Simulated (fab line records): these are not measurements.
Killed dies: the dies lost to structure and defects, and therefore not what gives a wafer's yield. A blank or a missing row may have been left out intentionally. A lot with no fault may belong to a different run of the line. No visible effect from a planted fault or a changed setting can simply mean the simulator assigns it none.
The tool behind it: which one? | flow nandHarc | 33 wafers from 11 lots sampled at 5 of the route's 1159 steps

== WHAT THE GAUGES SHOWED, per wafer ==
NHARC_END_SORT_01. Usual: killedAtArray 25, standard deviation 10; killedAtOther 0.6, standard deviation 0.91; killedAtPeriphery 3.6, standard deviation 2.9; killedDies 29, standard deviation 10; killedOpen 3.3, standard deviation 2; killedShort 1.9, standard deviation 1.5.
lot  | measured     | on        | killedAtArray | killedAtOther | killedAtPeriphery | killedDies | killedOpen | killedShort | flag
L397 | day 22 03:14 | prober-02 | 30 674 27     | 1 1 1         | 3 2 2             | 34 677 30  | 2 4 6      | 3 3 2       | OFF
L399 | day 23 05:12 | prober-02 | 674 677 50    | 0 0 0         | 3 0 0             | 677 677 50 | 7 2 2      | 0 1 1       | OFF

== WHICH TOOL RAN EACH LOT (tool, then ch and the chambers of the sampled wafers, then the start) ==
lot  | NHARC_A_CHANNEL_FILL_D1_RTA_24  | NHARC_A_STAIRCASE_DESCUM_168      | NHARC_A_STAIRCASE_ETCH_15         | NHARC_A_STAIRCASE_TRIM_18
L385 | rtpAnneal-01 ch 0, day 10 11:56 | rieDiel-12 ch 1,3, day 10 13:11   | rieDiel-12 ch 1,3, day 10 15:35   | rieDiel-12 ch 1,2,3, no start
L386 | rtpAnneal-01 ch 0, day 11 03:11 | rieDiel-12 ch 0,3, day 11 04:37   | rieDiel-11 ch 0,2, day 11 07:31   | rieDiel-11 ch 0,1,3, no start
L389 | rtpAnneal-01 ch 0, day 11 11:58 | rieDiel-05 ch 1,2,3, day 11 13:19 | rieDiel-11 ch 0,1,3, day 11 15:39 | rieDiel-11 ch 0,1,3, no start
L390 | rtpAnneal-02 ch 0, day 11 18:22 | rieDiel-05 ch 1,2,3, day 11 19:37 | rieDiel-05 ch 0,3, day 11 22:08   | rieDiel-05 ch 0,1,3, no start
L396 | rtpAnneal-01 ch 0, day 13 10:20 | rieDiel-11 ch 2,3, day 13 11:44   | rieDiel-05 ch 0,2,3, day 13 13:59 | rieDiel-05 ch 1,3, no start
L397 | rtpAnneal-01 ch 0, day 13 18:14 | rieDiel-12 ch 0,2,3, day 13 19:29 | rieDiel-11 ch 2,3, day 13 22:10   | rieDiel-11 ch 0,3, day 22 03:14 or earlier
L399 | rtpAnneal-01 ch 0, day 14 14:34 | rieDiel-12 ch 2,3, day 14 15:55   | rieDiel-11 ch 0,1, day 14 18:19   | rieDiel-11 ch 0,3, day 23 05:12 or earlier
L403 | rtpAnneal-01 ch 0, day 15 06:07 | rieDiel-11 ch 1,2,3, day 15 07:22 | rieDiel-12 ch 0,2,3, day 15 10:01 | rieDiel-12 ch 0,1,3, no start
L407 | rtpAnneal-02 ch 0, day 15 23:09 | rieDiel-11 ch 1,2, day 16 00:24   | rieDiel-05 ch 1,2, day 16 02:44   | rieDiel-05 ch 1,2,3, no start
L408 | rtpAnneal-01 ch 0, day 16 02:43 | rieDiel-12 ch 1,2,3, day 16 03:48 | rieDiel-12 ch 1,2, day 16 05:59   | rieDiel-12 ch 0,2,3, no start
L406 | rtpAnneal-01 ch 0, day 16 08:59 | rieDiel-12 ch 0,1, day 16 10:23   | rieDiel-12 ch 0,1, day 16 12:44   | rieDiel-12 ch 0,3, no start
- NHARC_A_CHANNEL_FILL_D1_RTA_24: time 5 s.
- NHARC_A_STAIRCASE_DESCUM_168: chemistry O2, time 3 s.
- NHARC_A_STAIRCASE_ETCH_15: etches the open film in C4F8/O2, target depth 100 nm, time 40.5 s.
- NHARC_A_STAIRCASE_TRIM_18: chemistry O2, time 211.2 s.

== AS READ BY THE TOOLS THEMSELVES (means over the sampled wafers that have a number; for cases with no such wafer, the mark the record gives instead) ==
NHARC_A_CHANNEL_FILL_D1_RTA_24. Usual: lampPowerPct 30.51 %, standard deviation 0.1; wafer_temp_C_max 1004.7, standard deviation 1.1.
lot  | tool         | lampPowerPct (%) | wafer_temp_C_max | flag
L385 | rtpAnneal-01 | 30.56            | 1005.6           | 
L386 | rtpAnneal-01 | 30.62            | 1004.5           | 
L389 | rtpAnneal-01 | 30.63            | 1004.7           | 
L390 | rtpAnneal-02 | 30.39            | 1004.2           | 
L396 | rtpAnneal-01 | 30.58            | 1006.0           | 
L397 | rtpAnneal-01 | 30.57            | 1006.2           | 
L399 | rtpAnneal-01 | 30.60            | 1005.3           | 
L403 | rtpAnneal-01 | 30.61            | 1005.9           | 
L407 | rtpAnneal-02 | 30.40            | 1004.5           | 
L408 | rtpAnneal-01 | 30.55            | 1005.8           | 
L406 | rtpAnneal-01 | 30.60            | 1005.9           | 

NHARC_A_STAIRCASE_DESCUM_168. Usual: chamberPressureMTorr is 60.00 mTorr with standard deviation 0.053, drypumpMotorCurrentA is 5.8 A with standard deviation 0.42, mfcArSccm is 0.009 sccm with standard deviation 0.015, oesProductAu is 0.997 a.u. with standard deviation 0.013, rfVppV is 57.9 V with standard deviation 0.88, showerheadPlenumPTorr is 1.93 Torr with standard deviation 0.11, and throttleValvePct is 11.312 % with standard deviation 0.0095.
lot  | tool       | chamberPressureMTorr (mTorr) | drypumpMotorCurrentA (A) | mfcArSccm (sccm) | oesProductAu (a.u.) | rfVppV (V) | showerheadPlenumPTorr (Torr) | throttleValvePct (%) | flag
L385 | rieDiel-12 | 59.99                        | 5.8                      | 0.029            | 1.007               | 58.1       | 2.04                         | 11.317               | 
L386 | rieDiel-12 | 59.98                        | 5.9                      | 0.007            | 0.998               | 57.7       | 1.99                         | 11.302               | 
L389 | rieDiel-05 | 60.03                        | 6.1                      | 0.000            | 0.999               | 57.1       | 1.83                         | 11.315               | 
L390 | rieDiel-05 | 59.99                        | 6.1                      | 0.000            | 0.990               | 57.9       | 1.83                         | 11.310               | 
L396 | rieDiel-11 | 60.04                        | 6.3                      | 0.001            | 0.987               | 57.9       | 1.97                         | 11.307               | 
L397 | rieDiel-12 | 59.98                        | 5.7                      | 0.004            | 0.998               | 57.5       | 1.93                         | 11.307               | 
L399 | rieDiel-12 | 59.98                        | 5.5                      | 0.000            | 1.007               | 58.4       | 1.92                         | 11.308               | 
L403 | rieDiel-11 | 59.97                        | 6.1                      | 0.000            | 1.008               | 57.2       | 1.96                         | 11.314               | 
L407 | rieDiel-11 | 59.96                        | 5.8                      | 0.000            | 1.005               | 58.0       | 2.04                         | 11.311               | 
L408 | rieDiel-12 | 60.00                        | 5.6                      | 0.014            | 1.004               | 57.5       | 1.94                         | 11.317               | 
L406 | rieDiel-12 | 60.08                        | 5.9                      | 0.032            | 0.989               | 58.1       | 2.03                         | 11.321               | 

NHARC_A_STAIRCASE_ETCH_15. Usual: chamberPressureMTorr 25.001 mTorr, standard deviation 0.023; oesProductAu 0.938 a.u., standard deviation 0.016; rfFwdPowerW 592.1 W, standard deviation 2.8; rfVppV 896 V, standard deviation 6.6; runLengthS 62.0 s, standard deviation 0.42.
lot  | tool       | chamberPressureMTorr (mTorr) | oesProductAu (a.u.) | rfFwdPowerW (W) | rfVppV (V) | runLengthS (s) | flag
L385 | rieDiel-12 | 25.000                       | 0.937               | 592.7           | 904        | 62.2           | 
L386 | rieDiel-11 | 25.013                       | 0.915               | 588.3           | 900        | 61.9           | 
L389 | rieDiel-11 | 24.992                       | 0.947               | 593.7           | 895        | 61.8           | 
L390 | rieDiel-05 | 24.993                       | 0.947               | 592.3           | 890        | 62.6           | 
L396 | rieDiel-05 | 25.017                       | 0.947               | 594.5           | 890        | 62.4           | 
L397 | rieDiel-11 | 24.988                       | 0.929               | 588.7           | 900        | 66.0           | OFF
L399 | rieDiel-11 | 24.988                       | 0.966               | 589.2           | 899        | 70.4           | OFF
L403 | rieDiel-12 | 25.002                       | 0.923               | 592.1           | 897        | 62.0           | 
L407 | rieDiel-05 | 24.981                       | 0.956               | 589.6           | 893        | 62.0           | 
L408 | rieDiel-12 | 24.993                       | 0.943               | 591.6           | 894        | 62.2           | 
L406 | rieDiel-12 | 25.002                       | 0.933               | 591.3           | 904        | 61.9           | 

NHARC_A_STAIRCASE_TRIM_18. Usual: chamberPressureMTorr is 60.00 mTorr with standard deviation 0.052, drypumpMotorCurrentA is 5.9 A with standard deviation 0.5, mfcArSccm is 0.005 sccm with standard deviation 0.011, oesProductAu is 0.996 a.u. with standard deviation 0.014, rfVppV is 57.7 V with standard deviation 0.94, showerheadPlenumPTorr is 3.51 Torr with standard deviation 0.18, and throttleValvePct is 17.038 % with standard deviation 0.0086.
lot  | tool       | chamberPressureMTorr (mTorr) | drypumpMotorCurrentA (A) | mfcArSccm (sccm) | oesProductAu (a.u.) | rfVppV (V) | showerheadPlenumPTorr (Torr) | throttleValvePct (%) | flag
L385 | rieDiel-12 | 60.04                        | 5.6                      | 0.014            | 0.994               | 57.3       | 3.60                         | 17.041               | 
L386 | rieDiel-11 | 59.97                        | 6.0                      | 0.005            | 1.005               | 57.3       | 3.49                         | 17.031               | 
L389 | rieDiel-11 | 59.99                        | 6.1                      | 0.005            | 0.991               | 58.6       | 3.49                         | 17.033               | 
L390 | rieDiel-05 | 60.00                        | 5.7                      | 0.001            | 0.997               | 56.8       | 3.43                         | 17.032               | 
L396 | rieDiel-05 | 60.00                        | 6.0                      | 0.000            | 1.001               | 57.1       | 3.42                         | 17.034               | 
L397 | rieDiel-11 | 59.96                        | 6.3                      | 0.005            | 1.004               | 57.2       | 3.33                         | 17.038               | 
L399 | rieDiel-11 | 60.03                        | 6.1                      | 0.010            | 1.004               | 57.8       | 3.35                         | 17.031               | 
L403 | rieDiel-12 | 60.03                        | 5.9                      | 0.018            | 0.982               | 58.5       | 3.69                         | 17.041               | 
L407 | rieDiel-05 | 60.01                        | 6.1                      | 0.000            | 1.003               | 57.7       | 3.55                         | 17.033               | 
L408 | rieDiel-12 | 59.96                        | 5.7                      | 0.004            | 0.989               | 57.3       | 3.54                         | 17.037               | 
L406 | rieDiel-12 | 60.05                        | 5.9                      | 0.007            | 0.986               | 58.6       | 3.64                         | 17.042               | 

== THE ANSWER, worked out from the rows above alone ==
Rule: take the mean of a lot's wafers that have a number; if it is more than 3 standard deviations from the usual mean, the lot is off. A lot without any number at a reading at which 4 lots or more have one is off too. The other lots that the step has rows for count as sound. The gauges are gone through in route order, then the tools' own readings, and for those a lot's mean is taken as printed above. The first step at which some lot is off is used, and at that step the reading that is off furthest; a lot without a number counts as furthest.
Off, at NHARC_END_SORT_01 on killedAtArray: L397, L399. Neither off nor sound, because the step has no rows for them: L385, L386, L389, L390, L396, L403, L407, L408, L406.
If a tool, at a process step before that reading, ran all the lots that are off and no sound lot after the first of them, it fits. The gauges at NHARC_END_SORT_01 aren't tried: what is off there is off at NHARC_A_STAIRCASE_ETCH_15 too, on other tools, and a gauge's error can't cause that. With no start given for some of its lots, NHARC_A_STAIRCASE_TRIM_18 uses the hours and lot order of NHARC_END_SORT_01. Can't be told from this: 3 tools fit, rtpAnneal-01 at NHARC_A_CHANNEL_FILL_D1_RTA_24, rieDiel-12 at NHARC_A_STAIRCASE_DESCUM_168, rieDiel-11 at NHARC_A_STAIRCASE_ETCH_15 and NHARC_A_STAIRCASE_TRIM_18.

== WHAT WAS PUT IN BY THE SIMULATOR ==
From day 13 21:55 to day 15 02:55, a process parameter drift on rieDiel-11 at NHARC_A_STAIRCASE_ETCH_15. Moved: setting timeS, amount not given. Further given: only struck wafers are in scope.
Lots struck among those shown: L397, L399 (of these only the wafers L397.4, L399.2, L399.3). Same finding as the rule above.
